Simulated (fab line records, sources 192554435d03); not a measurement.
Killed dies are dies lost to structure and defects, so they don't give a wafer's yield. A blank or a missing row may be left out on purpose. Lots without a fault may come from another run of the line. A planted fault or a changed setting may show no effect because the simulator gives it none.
Split-lot experiment | flow n5_finfet | 7 lots, 39 wafers read, on a route of 1938 steps

THE SPLIT
At N5_HKMG_FIN_HK_ALD_01 (deposits HfO2, target thk 1.6 nm, pulse time 3 s, purge time 3 s), the setting ald_cycles was moved away from the recipe's 30 on 15 of the 39 wafers read, by -40.0% to +56.7%. The other wafers ran this setting at the recipe's value.

FROM THE SPLIT TO THE READING: what the file shows between them, 4 steps
- N5_HKMG_FIN_HK_ANNEAL_02: time 30 s
- N5_HKMG_FIN_ALD_74: deposits La2O3, target thk 0.5 nm, pulse time 6 s, co reactant pulse time 1 s
- N5_HKMG_FIN_WET_ETCH_82: etches La2O3 in dHCl, stops on HfO2, target depth 2 nm, rinse time 30 s
- N5_HKMG_FIN_ALD_36: deposits TiN, target thk 1 nm, pulse time 1 s, purge time 3 s

THE READING
HK_THK, in nm, at N5_HKMG_FIN_THK_MEAS_70 (measures by xrf). Fault-free wafers of this fab line usually give 1.596 nm, standard deviation 0.019 nm.

wafer  | tool, chamber at the split | ald_cycles as run | against the recipe | HK_THK, nm | against lot-mates on the recipe
L074.1 | ald_hk-02, 2,3,3           | 19                | -36.7%             | 1.016      | -0.598
L074.2 | ald_hk-02, 1,0,0           | 30                | recipe             | 1.612      | -
L074.3 | ald_hk-02, 2,3,3           | 19                | -36.7%             | 1.010      | -0.604
L074.4 | ald_hk-02, 1,0,0           | 30                | recipe             | 1.610      | -
L074.5 | ald_hk-02, 1,0,0           | 30                | recipe             | 1.620      | -
L074.6 | ald_hk-02, 2,3,3           | 19                | -36.7%             | 1.011      | -0.603
L078.1 | ald_hk-02, 1,0,1           | 30                | recipe             | 1.615      | -
L078.2 | ald_hk-02, 1,0,1           | 30                | recipe             | 1.566      | -
L078.3 | ald_hk-02, 2,3,2           | 36                | +20.0%             | 1.928      | +0.331
L078.4 | ald_hk-02, 2,3,2           | 36                | +20.0%             | 1.905      | +0.308
L078.5 | ald_hk-02, 1,0,1           | 30                | recipe             | 1.610      | -
L078.6 | ald_hk-02, 2,3,2           | 36                | +20.0%             | 1.930      | +0.333
L081.1 | ald_hk-03, 2,3,3           | 45                | +50.0%             | 2.422      | +0.818
L081.2 | ald_hk-03, 2,3,3           | 45                | +50.0%             | 2.397      | +0.793
L081.3 | ald_hk-03, 0,1,0           | 30                | recipe             | 1.581      | -
L081.4 | ald_hk-03, 0,1,0           | 30                | recipe             | 1.625      | -
L081.5 | ald_hk-03, 0,1,0           | 30                | recipe             | 1.605      | -
L081.6 | ald_hk-03, 2,3,3           | 45                | +50.0%             | 2.372      | +0.768
L085.1 | ald_hk-03, 0,3,2,1,2,3     | 30                | recipe             | 1.619      | -
L085.2 | ald_hk-03, 0,3,2,1,2,3     | 30                | recipe             | 1.600      | -
L085.3 | ald_hk-03, 0,3,2,1,2,3     | 30                | recipe             | 1.644      | -
L085.4 | ald_hk-03, 0,3,2,1,2,3     | 30                | recipe             | 1.581      | -
L085.5 | ald_hk-03, 0,3,2,1,2,3     | 30                | recipe             | 1.633      | -
L085.6 | ald_hk-03, 0,3,2,1,2,3     | 30                | recipe             | 1.592      | -
L088.1 | ald_hk-02, 3,1,2           | 30                | recipe             | 1.584      | -
L088.2 | ald_hk-02, 0               | 47                | +56.7%             | 2.511      | +0.920
L088.3 | ald_hk-02, 3,1,2           | 30                | recipe             | 1.593      | -
L088.4 | ald_hk-02, 3,1,2           | 30                | recipe             | 1.596      | -
L088.5 | ald_hk-02, 3               | 47                | +56.7%             | 2.496      | +0.905
L088.6 | ald_hk-02, 0               | 47                | +56.7%             | 2.508      | +0.917
L090.1 | ald_hk-02, 1,2,0           | 30                | recipe             | 1.599      | -
L090.2 | ald_hk-02, 1,2,0           | 30                | recipe             | 1.589      | -
L090.6 | ald_hk-02, 1,2,0           | 30                | recipe             | 1.606      | -
L097.1 | ald_hk-01, 3,1,0           | 18                | -40.0%             | 0.936      | -0.651
L097.2 | ald_hk-01, 2,1,0           | 30                | recipe             | 1.568      | -
L097.3 | ald_hk-01, 3,1,0           | 18                | -40.0%             | 0.972      | -0.615
L097.4 | ald_hk-01, 3,1,0           | 18                | -40.0%             | 0.955      | -0.632
L097.5 | ald_hk-01, 2,1,0           | 30                | recipe             | 1.591      | -
L097.6 | ald_hk-01, 2,1,0           | 30                | recipe             | 1.603      | -
Where a row lists several chambers, the file gives one row for several wafers and doesn't say which wafer went through which chamber.

THE FIT
A straight line over all 39 wafers: HK_THK changes by +0.016 nm for each +1% of ald_cycles; r = +1.00; the points scatter about the line by 0.017 nm.
The same after taking each lot's own level away (the mean of its wafers on the recipe; 39 wafers): +0.0161 nm for each +1%; r = +1.00; scatter 0.016 nm.
On that fit, the largest move of ald_cycles shifts the reading by 0.91 nm.
The lots' own levels span 1.5873 to 1.6140 nm, that is 1.4 times the standard deviation above.
So the lot-to-lot level changes the slope little: the two slopes agree.
Check: with one of the wafers moved furthest among these (+56.7%) left out of the fit, the line predicts +0.907 nm for it against its lot-mates. It came out at +0.92 nm against them.

THE WHOLE CHAIN: every reading that the file lists as answering this split, in the file's order
step                    | what it does                                                     | reading                                                                            | change (the file's fit)                | r (the file's)
N5_HKMG_FIN_HK_ALD_01   | deposits HfO2, target thk 1.6 nm, pulse time 3 s, purge time 3 s | HfO2_of_HKMG_FIN_HK_ALD_01.thk_nm (the simulator's own value, which no gauge read) | +0.0162 nm for each +1% of the setting | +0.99
N5_HKMG_FIN_THK_MEAS_70 | measures by xrf                                                  | HK_THK                                                                             | +0.0161 for each +1% of the setting    | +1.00

THE FILE'S OWN FIT
HK_THK changes by +0.0161 nm for each +1% of ald_cycles, r = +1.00.
